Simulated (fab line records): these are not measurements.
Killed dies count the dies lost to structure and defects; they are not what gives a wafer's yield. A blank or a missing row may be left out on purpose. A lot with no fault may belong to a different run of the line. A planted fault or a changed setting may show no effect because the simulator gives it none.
fab line records	flow n5-finfet
record lots=24	wafers=72	last-day=18
route steps=1938 shown MOL_CONTACT_COAG@628 BEOL_M0_SAQP@636
lots untouched by any fault: they come from a run of this same line in which no faults occurred
start-h: hours from the record's first day to the start of the lot's first wafer shown	wait-h: time in hours since the lot's previous step	" identical to the entry in the row above	L1.1+2: several wafers, shown together as one row	- no value, or no start given	* or withheld: withheld	< > ~ a bound
route shown NAME@n: names a module that has steps shown in the file, with the first one's number in the route	usual: average and standard deviation across the fault-free wafers	same: alike in all rows	chamber/n: place in a boat	sites: each site's reading	_std_site: standard deviation of those values	_edge_site: mean of outer sites minus mean of inner sites	radius-mm: how far each site lies from the wafer's centre	mask NAME#n: copy n	behind: the last tool/chamber to shape the wafer	hold: why the lot went on hold/how many hours it stayed there/how the hold came to an end	device: whichever transistor did not switch (one of n, p or np)	end of line: the route-end tests of the same wafers	step lacking rows: just its recipe	killed: at the first sort, the dies lost to defects and structure; wafer yield is something else	map: a wafer's dies, marking killed ones x, the rest . and places with no die _
set.NAME: the setting that was run; set.NAME@STEP: the one run at that earlier step	model.NAME: the simulator's own value behind a step, which no gauge read
steps of the route over a sample of lots; a table a step, a row a wafer
services: when a tool's chamber went out of use (start-h, in hours from the record's first day, below 0 if earlier), for how many hours, and the reason
## steps
# step N5_MOL_CONTACT_COAG_THK_MEAS_53
# recipe reads=SiO2_of_MOL_CONTACT_COAG_PECVD_31
# usual VIA_MOL_THK=44.1/0.62
lot.wafer	tool	chamber	start-h	wait-h	VIA_MOL_THK[nm]
L074.3	film-metro-02	-	103.08	-	43.4
L074.5	"	-	"	"	43.1
L074.6	"	-	"	"	44.6
L075.2	film-metro-02	-	107.57	-	43.4
L075.4	"	-	"	"	44.2
L075.6	"	-	"	"	43.4
L076.1	film-metro-02	-	111.75	-	43.6
L076.4	"	-	"	"	45.5
L076.5	"	-	"	"	45.5
L077.1	film-metro-02	-	120.18	-	43.7
L077.4	"	-	"	"	45.4
L077.6	"	-	"	"	44.4
L078.1	film-metro-01	-	127.60	-	43.0
L078.5	"	-	"	"	43.7
L078.6	"	-	"	"	43.8
L079.1	film-metro-02	-	131.73	-	43.6
L079.2	"	-	"	"	44.4
L079.3	"	-	"	"	43.5
L080.1	film-metro-01	-	139.73	-	44.2
L080.3	"	-	"	"	43.2
L080.6	"	-	"	"	44.5
L081.1	film-metro-01	-	146.05	-	44.5
L081.2	"	-	"	"	42.6
L081.5	"	-	"	"	45.1
L082.3	film-metro-02	-	153.73	-	43.1
L082.4	"	-	"	"	44.5
L082.6	"	-	"	"	44.1
L083.2	film-metro-02	-	155.74	-	43.7
L083.4	"	-	"	"	44.9
L083.6	"	-	"	"	44.4
L084.2	film-metro-01	-	160.27	-	43.3
L084.3	"	-	"	"	44.6
L084.4	"	-	"	"	44.2
L085.1	film-metro-02	-	171.69	-	43.8
L085.2	"	-	"	"	43.9
L085.5	"	-	"	"	44.1
L086.2	film-metro-02	-	176.97	-	43.8
L086.3	"	-	"	"	44.1
L086.5	"	-	"	"	44.4
L087.1	film-metro-01	-	178.99	-	44.3
L087.4	"	-	"	"	44.9
L087.5	"	-	"	"	44.6
L088.2	film-metro-01	-	187.89	-	44.6
L088.4	"	-	"	"	44.3
L088.5	"	-	"	"	45.2
L089.1	film-metro-01	-	194.14	-	43.6
L089.5	"	-	"	"	44.0
L089.6	"	-	"	"	44.6
L090.3	film-metro-02	-	198.82	-	43.9
L090.4	"	-	"	"	44.6
L090.6	"	-	"	"	44.3
L091.1	film-metro-01	-	203.67	-	43.0
L091.5	"	-	"	"	44.2
L091.6	"	-	"	"	43.5
L092.1	film-metro-01	-	212.04	-	44.5
L092.3	"	-	"	"	44.9
L092.4	"	-	"	"	45.0
L093.1	film-metro-01	-	216.71	-	43.7
L093.4	"	-	"	"	44.5
L093.6	"	-	"	"	44.8
L094.2	film-metro-01	-	222.91	-	43.9
L094.4	"	-	"	"	44.0
L094.5	"	-	"	"	44.2
L095.3	film-metro-02	-	229.90	-	45.0
L095.5	"	-	"	"	44.8
L095.6	"	-	"	"	44.6
L096.1	film-metro-02	-	238.92	-	43.5
L096.4	"	-	"	"	44.5
L096.5	"	-	"	"	44.6
L097.1	film-metro-02	-	244.37	-	43.5
L097.5	"	-	"	"	43.9
L097.6	"	-	"	"	44.6
# step N5_BEOL_M0_SAQP_PECVD_96
# recipe material=a-Si	target-thk-a=450	temp-c=350	precursor=SiH4/He	pressure-torr=3	rf-w=100	time-s=45.2
# usual heater-power-outer-w=380/54	heater-power-w=652/82	showerhead-plenum-p-Torr=5.66/0.051	throttle-valve-pct=18.1/0.43
lot.wafer	tool	chamber	start-h	wait-h	heater-power-outer-w	heater-power-w	showerhead-plenum-p-Torr	since-wet-clean-h	throttle-valve-pct
L074.3	pecvd-03	2	106.90	0.0	423	719	5.70	57	18.0
L074.5	"	2	"	"	413	695	5.71	-	18.0
L074.6	"	0	"	"	357	631	5.71	-	18.4
L075.2	pecvd-03	2	112.79	0.0	453	761	5.69	63	18.1
L075.4	"	0	"	"	361	629	5.71	-	18.3
L075.6	"	2	"	"	460	752	5.70	-	18.0
L076.1	pecvd-02	2	116.50	0.0	321	544	5.71	2089	18.2
L076.4	"	2	"	"	319	524	5.71	-	18.1
L076.5	"	1	"	"	338	581	5.64	-	18.1
L077.1	pecvd-01	0	125.14	0.0	352	580	5.61	1192	17.6
L077.4	"	0	"	"	350	603	5.62	-	17.7
L077.6	"	0	"	"	347	583	5.60	-	17.6
L078.1	pecvd-03	1	132.18	0.0	370	650	5.65	1561	17.6
L078.5	"	1	"	"	380	663	5.68	-	17.3
L078.6	"	0	"	"	400	672	5.72	-	18.5
L079.1	pecvd-03	0	137.59	0.0	387	634	5.72	841	18.4
L079.2	"	2	"	"	430	734	5.71	87	18.0
L079.3	"	1	"	"	337	627	5.68	1566	17.5
L080.1	pecvd-03	2	144.55	0.0	441	737	5.69	94	18.1
L080.3	"	0	"	"	338	578	5.73	848	18.5
L080.6	"	2	"	"	458	750	5.70	-	18.2
L081.1	pecvd-03	1	151.01	0.0	375	672	5.66	1580	17.7
L081.2	"	0	"	"	369	618	5.71	855	18.6
L081.5	"	1	"	"	377	663	5.66	-	17.6
L082.3	pecvd-02	2	157.50	0.0	308	521	5.71	2130	18.2
L082.4	"	2	"	"	302	516	5.73	-	18.2
L082.6	"	1	"	"	331	583	5.65	-	18.2
L083.2	pecvd-01	2	162.28	0.0	521	858	5.61	475	18.5
L083.4	"	0	"	"	330	557	5.62	-	17.5
L083.6	"	2	"	"	515	886	5.61	-	18.4
L084.2	pecvd-03	1	165.13	0.0	386	666	5.68	1594	17.7
L084.3	"	0	"	"	341	596	5.72	869	18.6
L084.4	"	1	"	"	388	680	5.67	-	17.7
L085.1	pecvd-01	1	177.07	0.0	370	676	5.59	1968	18.4
L085.2	"	2	"	"	484	794	5.62	489	18.4
L085.5	"	1	"	"	373	656	5.56	-	18.3
L086.2	pecvd-03	2	180.96	0.0	420	702	5.70	131	18.2
L086.3	"	1	"	"	408	705	5.67	1610	17.4
L086.5	"	1	"	"	408	709	5.68	-	17.4
L087.1	pecvd-01	0	185.55	0.0	339	565	5.61	1252	17.4
L087.4	"	2	"	"	539	863	5.60	-	18.7
L087.5	"	1	"	"	370	658	5.57	-	18.4
L088.2	pecvd-01	0	191.92	0.0	365	601	5.59	1258	17.6
L088.4	"	1	"	"	386	654	5.57	-	18.2
L088.5	"	1	"	"	381	666	5.59	-	18.3
L089.1	pecvd-03	1	199.27	0.0	401	687	5.68	1628	17.6
L089.5	"	0	"	"	342	598	5.71	-	18.5
L089.6	"	1	"	"	393	674	5.68	-	17.9
L090.3	pecvd-02	0	204.63	0.0	290	507	5.72	-	18.8
L090.4	"	1	"	"	271	513	5.63	-	17.8
L090.6	"	0	"	"	288	524	5.71	-	18.7
L091.1	pecvd-01	1	208.67	0.0	418	706	5.56	2000	18.4
L091.5	"	0	"	"	363	601	5.61	-	17.8
L091.6	"	1	"	"	418	710	5.56	-	18.1
L092.1	pecvd-03	1	216.62	0.0	405	706	5.70	1646	17.6
L092.3	"	0	"	"	334	582	5.71	921	18.7
L092.4	"	1	"	"	402	694	5.68	-	17.5
L093.1	pecvd-03	0	220.96	0.0	381	634	5.72	925	18.9
L093.4	"	1	"	"	409	691	5.68	-	17.6
L093.6	"	2	"	"	439	733	5.68	-	18.2
L094.2	pecvd-02	0	228.27	0.0	298	524	5.72	751	19.0
L094.4	"	1	"	"	309	576	5.65	-	18.1
L094.5	"	1	"	"	338	578	5.64	-	17.8
L095.3	pecvd-03	1	234.94	0.0	375	664	5.68	1664	17.5
L095.5	"	1	"	"	364	624	5.69	-	17.5
L095.6	"	0	"	"	376	659	5.72	-	18.7
L096.1	pecvd-03	2	243.19	0.0	414	689	5.68	193	18.1
L096.4	"	0	"	"	332	599	5.72	-	18.8
L096.5	"	1	"	"	415	714	5.67	-	17.7
L097.1	pecvd-01	2	250.76	0.0	482	821	5.61	563	18.4
L097.5	"	2	"	"	482	825	5.61	-	18.5
L097.6	"	1	"	"	436	719	5.57	-	18.4
# step N5_BEOL_M0_SAQP_THK_MEAS_05
# usual thk-nm=60.1/0.9
lot.wafer	tool	chamber	start-h	wait-h	thk-nm
L074.3	film-metro-02	-	107.09	0.1	59.8
L074.5	"	-	"	"	60.5
L074.6	"	-	"	"	59.3
L075.2	film-metro-01	-	112.97	0.1	59.4
L075.4	"	-	"	"	58.9
L075.6	"	-	"	"	60.3
L076.1	film-metro-02	-	116.68	0.1	59.6
L076.4	"	-	"	"	61.6
L076.5	"	-	"	"	61.2
L077.1	film-metro-01	-	125.40	0.1	60.3
L077.4	"	-	"	"	61.2
L077.6	"	-	"	"	60.8
L078.1	film-metro-01	-	132.36	0.1	59.1
L078.5	"	-	"	"	59.6
L078.6	"	-	"	"	59.1
L079.1	film-metro-02	-	137.78	0.1	58.0
L079.2	"	-	"	"	59.1
L079.3	"	-	"	"	59.1
L080.1	film-metro-02	-	144.74	0.1	60.0
L080.3	"	-	"	"	58.5
L080.6	"	-	"	"	60.3
L081.1	film-metro-02	-	151.19	0.1	58.8
L081.2	"	-	"	"	58.5
L081.5	"	-	"	"	60.4
L082.3	film-metro-01	-	157.68	0.1	59.0
L082.4	"	-	"	"	59.9
L082.6	"	-	"	"	60.0
L083.2	film-metro-02	-	162.46	0.1	60.2
L083.4	"	-	"	"	59.9
L083.6	"	-	"	"	61.1
L084.2	film-metro-02	-	165.31	0.1	59.3
L084.3	"	-	"	"	58.7
L084.4	"	-	"	"	61.0
L085.1	film-metro-02	-	177.25	0.1	61.4
L085.2	"	-	"	"	60.7
L085.5	"	-	"	"	62.0
L086.2	film-metro-01	-	181.14	0.1	59.2
L086.3	"	-	"	"	58.4
L086.5	"	-	"	"	60.1
L087.1	film-metro-02	-	185.73	0.1	59.1
L087.4	"	-	"	"	60.6
L087.5	"	-	"	"	61.4
L088.2	film-metro-01	-	192.18	0.1	58.5
L088.4	"	-	"	"	60.8
L088.5	"	-	"	"	60.6
L089.1	film-metro-01	-	199.45	0.1	60.4
L089.5	"	-	"	"	59.8
L089.6	"	-	"	"	60.3
L090.3	film-metro-02	-	204.87	0.1	61.2
L090.4	"	-	"	"	62.1
L090.6	"	-	"	"	60.9
L091.1	film-metro-02	-	208.93	0.1	61.0
L091.5	"	-	"	"	60.3
L091.6	"	-	"	"	61.2
L092.1	film-metro-01	-	216.81	0.1	60.5
L092.3	"	-	"	"	60.2
L092.4	"	-	"	"	61.0
L093.1	film-metro-01	-	221.15	0.1	59.9
L093.4	"	-	"	"	60.4
L093.6	"	-	"	"	60.6
L094.2	film-metro-02	-	228.53	0.1	59.7
L094.4	"	-	"	"	61.1
L094.5	"	-	"	"	60.7
L095.3	film-metro-02	-	235.12	0.1	59.8
L095.5	"	-	"	"	60.8
L095.6	"	-	"	"	59.9
L096.1	film-metro-02	-	243.37	0.1	59.8
L096.4	"	-	"	"	60.2
L096.5	"	-	"	"	60.3
L097.1	film-metro-02	-	250.94	0.1	61.3
L097.5	"	-	"	"	61.8
L097.6	"	-	"	"	61.2
# step N5_BEOL_M0_SAQP_RECESS_114
# recipe chemistry=HF/NH3	target=SiO2	target-depth-a=144	afs-cycles=3	temp-c=30	sublimation-temp-c=180	sublimation-time-s=60
# usual drypump-motor-current-A=5.9/0.46
# same sublimation-time-s=60
lot.wafer	tool	chamber	start-h	wait-h	drypump-motor-current-A
L074.3	vapor-etch-02	1	108.59	0.1	6.4
L074.5	"	1	"	"	6.5
L074.6	"	0	"	"	5.4
L075.2	vapor-etch-02	0	113.92	0.0	5.4
L075.4	"	1	"	"	6.5
L075.6	"	1	"	"	6.4
L076.1	vapor-etch-01	1	117.98	0.0	6.1
L076.4	"	0	"	"	5.5
L076.5	"	1	"	"	6.1
L077.1	vapor-etch-02	1	126.35	0.0	6.4
L077.4	"	1	"	"	6.4
L077.6	"	0	"	"	5.4
L078.1	vapor-etch-01	1	133.65	0.0	6.1
L078.5	"	0	"	"	5.5
L078.6	"	1	"	"	6.1
L079.1	vapor-etch-02	1	138.97	0.0	6.5
L079.2	"	0	"	"	5.4
L079.3	"	1	"	"	6.4
L080.1	vapor-etch-01	0	145.91	0.0	5.4
L080.3	"	1	"	"	6.1
L080.6	"	1	"	"	6.1
L081.1	vapor-etch-02	1	152.27	0.0	6.4
L081.2	"	0	"	"	5.4
L081.5	"	1	"	"	6.5
L082.3	vapor-etch-01	0	159.00	0.1	5.4
L082.4	"	1	"	"	6.1
L082.6	"	0	"	"	5.4
L083.2	vapor-etch-01	0	163.41	0.0	5.5
L083.4	"	0	"	"	5.5
L083.6	"	0	"	"	5.5
L084.2	vapor-etch-02	1	166.26	0.0	6.4
L084.3	"	0	"	"	5.4
L084.4	"	1	"	"	6.4
L085.1	vapor-etch-01	0	178.99	0.7	5.4
L085.2	"	1	"	"	6.2
L085.5	"	0	"	"	5.5
L086.2	vapor-etch-02	1	182.43	0.0	6.4
L086.3	"	0	"	"	5.4
L086.5	"	1	"	"	6.4
L087.1	vapor-etch-02	0	186.74	0.0	5.4
L087.4	"	0	"	"	5.4
L087.5	"	0	"	"	5.4
L088.2	vapor-etch-01	1	193.28	0.0	6.1
L088.4	"	0	"	"	5.4
L088.5	"	1	"	"	6.1
L089.1	vapor-etch-02	1	200.59	0.1	6.5
L089.5	"	1	"	"	6.4
L089.6	"	0	"	"	5.4
L090.3	vapor-etch-02	1	206.37	0.1	6.5
L090.4	"	0	"	"	5.4
L090.6	"	0	"	"	5.4
L091.1	vapor-etch-02	0	210.18	0.0	5.4
L091.5	"	0	"	"	5.4
L091.6	"	1	"	"	6.5
L092.1	vapor-etch-01	0	218.19	0.0	5.5
L092.3	"	0	"	"	5.5
L092.4	"	1	"	"	6.1
L093.1	vapor-etch-02	1	222.20	0.0	6.4
L093.4	"	0	"	"	5.4
L093.6	"	0	"	"	5.4
L094.2	vapor-etch-02	0	229.67	0.0	5.4
L094.4	"	1	"	"	6.4
L094.5	"	0	"	"	5.4
L095.3	vapor-etch-02	1	236.20	0.1	6.4
L095.5	"	0	"	"	5.4
L095.6	"	1	"	"	6.5
L096.1	vapor-etch-01	1	244.81	0.0	6.1
L096.4	"	0	"	"	5.5
L096.5	"	0	"	"	5.5
L097.1	vapor-etch-01	1	251.93	0.0	6.1
L097.5	"	1	"	"	6.1
L097.6	"	0	"	"	5.5
# step N5_BEOL_M0_SAQP_SPACER1_ALD_98
# recipe material=SiO2	target-thk-a=128	temp-c=300	ald-precursor-family=BDEAS	ald-co-reactant=O2-plasma	pulse-time-s=1	purge-time-s=2	co-reactant-purge-time-s=2	ald-cycles=138	pressure-torr=2
# usual heater-power-outer-w=263/37	heater-power-w=473/67	precursor-pulse-height-rel=0.998/0.017
lot.wafer	tool	chamber	start-h	wait-h	heater-power-outer-w	heater-power-w	precursor-pulse-height-rel	since-wet-clean-h
L074.3	ald-sin-01	3	108.85	0.1	232	425	0.974	10
L074.5	"	2	"	"	287	542	0.998	-
L074.6	"	1	"	"	244	392	0.994	-
L075.2	ald-sin-03	1	114.31	0.3	220	408	1.022	107
L075.4	"	3	"	"	218	388	0.988	107
L075.6	"	2	"	"	317	568	0.984	-
L076.1	ald-sin-03	0	118.37	0.3	284	530	0.964	111
L076.4	"	3	"	"	218	379	0.988	111
L076.5	"	0	"	"	288	542	1.003	-
L077.1	ald-sin-01	3	126.73	0.3	232	422	1.003	28
L077.4	"	1	"	"	242	402	1.004	28
L077.6	"	1	"	"	243	417	0.999	-
L078.1	ald-sin-01	3	134.62	0.8	228	415	1.002	35
L078.5	"	0	"	"	236	410	0.989	-
L078.6	"	3	"	"	230	414	1.007	-
L079.1	ald-sin-03	1	139.68	0.6	223	419	0.965	132
L079.2	"	3	"	"	214	385	1.014	132
L079.3	"	2	"	"	316	565	0.996	132
L080.1	ald-sin-03	1	146.30	0.3	223	424	1.007	139
L080.3	"	3	"	"	218	375	0.991	139
L080.6	"	3	"	"	214	379	0.994	-
L081.1	ald-sin-03	1	152.66	0.3	227	424	0.984	145
L081.2	"	0	"	"	284	535	1.001	145
L081.5	"	3	"	"	221	393	1.012	-
L082.3	ald-sin-03	3	160.12	1.0	223	380	0.984	152
L082.4	"	2	"	"	325	579	1.010	152
L082.6	"	2	"	"	322	573	0.984	-
L083.2	ald-sin-04	1	163.80	0.3	318	563	1.007	353
L083.4	"	2	"	"	312	481	1.036	353
L083.6	"	3	"	"	241	473	0.963	-
L084.2	ald-sin-04	0	166.65	0.3	286	513	0.998	356
L084.3	"	1	"	"	309	566	0.976	356
L084.4	"	2	"	"	310	496	0.988	356
L085.1	ald-sin-03	2	180.76	1.6	324	563	1.011	173
L085.2	"	1	"	"	221	422	0.997	173
L085.5	"	2	"	"	324	557	1.032	-
L086.2	ald-sin-01	0	182.82	0.3	234	418	1.011	84
L086.3	"	1	"	"	246	399	0.966	84
L086.5	"	0	"	"	234	424	0.992	-
L087.1	ald-sin-03	2	187.94	1.1	310	575	1.007	180
L087.4	"	1	"	"	226	417	1.013	180
L087.5	"	0	"	"	287	533	1.033	-
L088.2	ald-sin-03	2	193.66	0.3	325	576	0.981	186
L088.4	"	3	"	"	220	380	0.993	186
L088.5	"	3	"	"	220	369	1.006	-
L089.1	ald-sin-04	2	200.97	0.3	300	464	0.980	8
L089.5	"	0	"	"	265	501	0.984	-
L089.6	"	1	"	"	316	548	0.993	-
L090.3	ald-sin-04	1	206.63	0.1	310	541	1.014	14
L090.4	"	2	"	"	296	465	1.012	14
L090.6	"	2	"	"	290	479	0.996	-
L091.1	ald-sin-04	1	210.70	0.4	312	547	0.972	18
L091.5	"	0	"	"	257	509	0.990	-
L091.6	"	3	"	"	245	482	1.018	-
L092.1	ald-sin-04	0	218.58	0.3	270	507	0.998	25
L092.3	"	3	"	"	254	490	0.996	25
L092.4	"	2	"	"	293	460	0.978	25
L093.1	ald-sin-01	3	222.58	0.3	228	418	0.990	123
L093.4	"	2	"	"	290	533	1.010	-
L093.6	"	1	"	"	246	409	0.989	-
L094.2	ald-sin-01	1	230.05	0.3	244	428	1.015	131
L094.4	"	0	"	"	242	415	0.983	131
L094.5	"	2	"	"	289	530	1.017	-
L095.3	ald-sin-03	2	236.46	0.1	316	570	1.021	229
L095.5	"	3	"	"	216	390	0.994	-
L095.6	"	0	"	"	295	528	0.980	-
L096.1	ald-sin-03	2	245.19	0.3	322	571	1.018	238
L096.4	"	3	"	"	217	393	0.985	238
L096.5	"	1	"	"	219	421	1.013	-
L097.1	ald-sin-01	0	253.13	1.1	239	420	0.990	154
L097.5	"	3	"	"	229	418	0.973	-
L097.6	"	2	"	"	293	524	0.965	-
# step N5_BEOL_M0_SAQP_ETCH_101
# recipe chemistry=CH3F/O2	target=SiNx	mask-material=SiO2	target-depth-a=299	time-s=42.7	pressure-mtorr=30	source-w=395	bias-w=73	Ar_flow_sccm=150	CH3F_flow_sccm=30	O2_flow_sccm=20	ion-energy-ev=120
# usual drypump-motor-current-A=5.6/0.44	oes-product-au=0.75/0.059	rf-vpp-V=296/9.3	showerhead-plenum-p-Torr=2.00/0.074	throttle-valve-pct=16.49/0.25
lot.wafer	tool	chamber	start-h	wait-h	drypump-motor-current-A	oes-product-au	rf-hours-counter-h	rf-vpp-V	showerhead-plenum-p-Torr	throttle-valve-pct
L074.3	rie-diel-03	3	109.57	0.0	5.0	0.74	179	302	1.97	16.40
L074.5	"	2	"	"	5.3	0.72	-	290	2.06	16.61
L074.6	"	1	"	"	5.7	0.77	-	296	1.91	16.54
L075.2	rie-diel-03	0	115.03	0.0	5.7	0.74	201	289	2.08	16.86
L075.4	"	3	"	"	5.1	0.75	180	304	1.96	16.40
L075.6	"	2	"	"	5.3	0.72	-	289	2.06	16.61
L076.1	rie-diel-03	2	119.08	0.0	5.3	0.72	211	288	2.06	16.61
L076.4	"	0	"	"	5.6	0.74	203	288	2.08	16.85
L076.5	"	1	"	"	5.7	0.77	-	296	1.91	16.56
L077.1	rie-diel-03	0	127.44	0.0	5.6	0.73	205	289	2.08	16.85
L077.4	"	2	"	"	5.3	0.71	213	288	2.06	16.62
L077.6	"	2	"	"	5.3	0.72	-	288	2.06	16.60
L078.1	rie-diel-02	1	135.33	0.0	6.3	0.74	179	298	2.01	16.37
L078.5	"	1	"	"	6.2	0.74	-	296	2.01	16.39
L078.6	"	2	"	"	5.6	0.72	-	303	1.89	16.30
L079.1	rie-diel-02	1	140.39	0.0	6.2	0.74	180	297	2.01	16.39
L079.2	"	0	"	"	5.2	0.87	25	301	1.96	16.19
L079.3	"	3	"	"	5.5	0.89	34	289	2.14	16.14
L080.1	rie-diel-02	1	147.08	0.1	6.2	0.74	183	296	2.01	16.39
L080.3	"	2	"	"	5.6	0.72	210	303	1.88	16.30
L080.6	"	1	"	"	6.2	0.74	-	294	2.01	16.40
L081.1	rie-diel-01	3	153.46	0.1	6.6	0.74	161	319	2.09	16.64
L081.2	"	0	"	"	5.5	0.92	19	298	2.04	16.05
L081.5	"	0	"	"	5.6	0.91	-	299	2.04	16.05
L082.3	rie-diel-01	0	160.83	0.0	5.6	0.90	21	298	2.04	16.07
L082.4	"	3	"	"	6.6	0.73	163	322	2.09	16.63
L082.6	"	3	"	"	6.6	0.73	-	321	2.09	16.62
L083.2	rie-diel-03	3	164.51	0.0	5.1	0.74	193	303	1.96	16.42
L083.4	"	1	"	"	5.7	0.75	177	294	1.91	16.57
L083.6	"	3	"	"	5.1	0.73	-	300	1.96	16.44
L084.2	rie-diel-03	0	167.36	0.0	5.6	0.72	216	290	2.08	16.88
L084.3	"	1	"	"	5.7	0.75	178	294	1.91	16.58
L084.4	"	3	"	"	5.0	0.73	194	302	1.96	16.44
L085.1	rie-diel-02	0	181.78	0.2	5.2	0.84	37	301	1.96	16.24
L085.2	"	3	"	"	5.5	0.88	47	289	2.13	16.17
L085.5	"	3	"	"	5.5	0.88	-	289	2.13	16.16
L086.2	rie-diel-03	3	183.64	0.1	5.0	0.73	200	302	1.96	16.43
L086.3	"	1	"	"	5.7	0.75	184	295	1.91	16.57
L086.5	"	1	"	"	5.7	0.74	-	295	1.91	16.60
L087.1	rie-diel-03	1	188.65	0.0	5.7	0.75	185	293	1.91	16.58
L087.4	"	0	"	"	5.6	0.72	224	288	2.07	16.90
L087.5	"	3	"	"	5.1	0.73	-	301	1.96	16.45
L088.2	rie-diel-03	2	194.37	0.0	5.3	0.70	233	288	2.06	16.65
L088.4	"	1	"	"	5.7	0.75	187	295	1.91	16.58
L088.5	"	0	"	"	5.6	0.72	-	290	2.07	16.90
L089.1	rie-diel-01	0	201.68	0.0	5.5	0.87	33	299	2.03	16.09
L089.5	"	1	"	"	6.6	0.69	-	278	1.90	16.16
L089.6	"	0	"	"	5.6	0.88	-	297	2.03	16.08
L090.3	rie-diel-03	2	207.49	0.0	5.3	0.70	237	288	2.05	16.65
L090.4	"	1	"	"	5.7	0.74	191	295	1.91	16.61
L090.6	"	1	"	"	5.7	0.75	-	294	1.91	16.59
L091.1	rie-diel-03	3	211.41	0.0	5.1	0.73	209	302	1.96	16.47
L091.5	"	2	"	"	5.3	0.69	-	289	2.05	16.66
L091.6	"	3	"	"	5.1	0.73	-	302	1.96	16.45
L092.1	rie-diel-03	0	219.29	0.0	5.6	0.72	233	290	2.07	16.92
L092.3	"	3	"	"	5.1	0.73	212	302	1.95	16.47
L092.4	"	1	"	"	5.7	0.73	196	295	1.90	16.60
L093.1	rie-diel-01	2	223.30	0.0	5.7	0.71	251	314	1.97	16.88
L093.4	"	0	"	"	5.5	0.87	-	298	2.03	16.11
L093.6	"	1	"	"	6.6	0.69	-	278	1.89	16.18
L094.2	rie-diel-03	1	231.03	0.3	5.8	0.74	199	295	1.90	16.61
L094.4	"	0	"	"	5.6	0.70	236	287	2.07	16.92
L094.5	"	0	"	"	5.6	0.71	-	288	2.07	16.93
L095.3	rie-diel-01	3	237.43	0.0	6.6	0.72	186	322	2.08	16.67
L095.5	"	3	"	"	6.6	0.72	-	321	2.08	16.69
L095.6	"	0	"	"	5.5	0.84	-	297	2.03	16.10
L096.1	rie-diel-02	2	245.96	0.1	5.6	0.70	236	303	1.88	16.37
L096.4	"	0	"	"	5.2	0.82	52	302	1.95	16.25
L096.5	"	0	"	"	5.3	0.81	-	302	1.95	16.25
L097.1	rie-diel-02	1	253.84	0.0	6.3	0.72	210	295	2.00	16.46
L097.5	"	2	"	"	5.6	0.70	-	305	1.87	16.36
L097.6	"	1	"	"	6.3	0.73	-	295	2.00	16.44
## services
tool	chamber	start-h	hours	kind
ald-sin-01	-	85.25	14.0	pm
ald-sin-01	0	85.25	14.0	vent-cycle
pecvd-03	2	92.75	11.3	repair
rie-diel-01	-	94.55	4.1	repair
pecvd-02	-	128.27	6.0	pm
ald-sin-01	-	145.61	14.6	pm
vapor-etch-01	1	151.77	1.4	repair
ald-sin-01	0	163.64	3.5	repair
ald-sin-04	-	179.19	14.0	pm
pecvd-02	-	183.88	14.6	pm
pecvd-01	2	185.92	28.9	repair
ald-sin-01	3	199.85	8.9	repair
rie-diel-02	-	204.96	14.6	pm
rie-diel-01	3	218.89	5.0	repair
ald-sin-04	0	220.84	3.6	repair
rie-diel-02	0	225.17	5.2	repair
ald-sin-01	0	234.37	8.1	repair
rie-diel-01	2	237.75	12.4	repair
ald-sin-04	-	241.78	0.4	repair
rie-diel-03	2	244.14	-	clean
rie-diel-03	2	244.14	-	consumable-replace:focus-ring
rie-diel-03	2	244.14	16.8	scheduled-down
rie-diel-03	2	244.14	16.8	vent-cycle
ald-sin-01	-	246.83	1.3	repair
## key
fault none
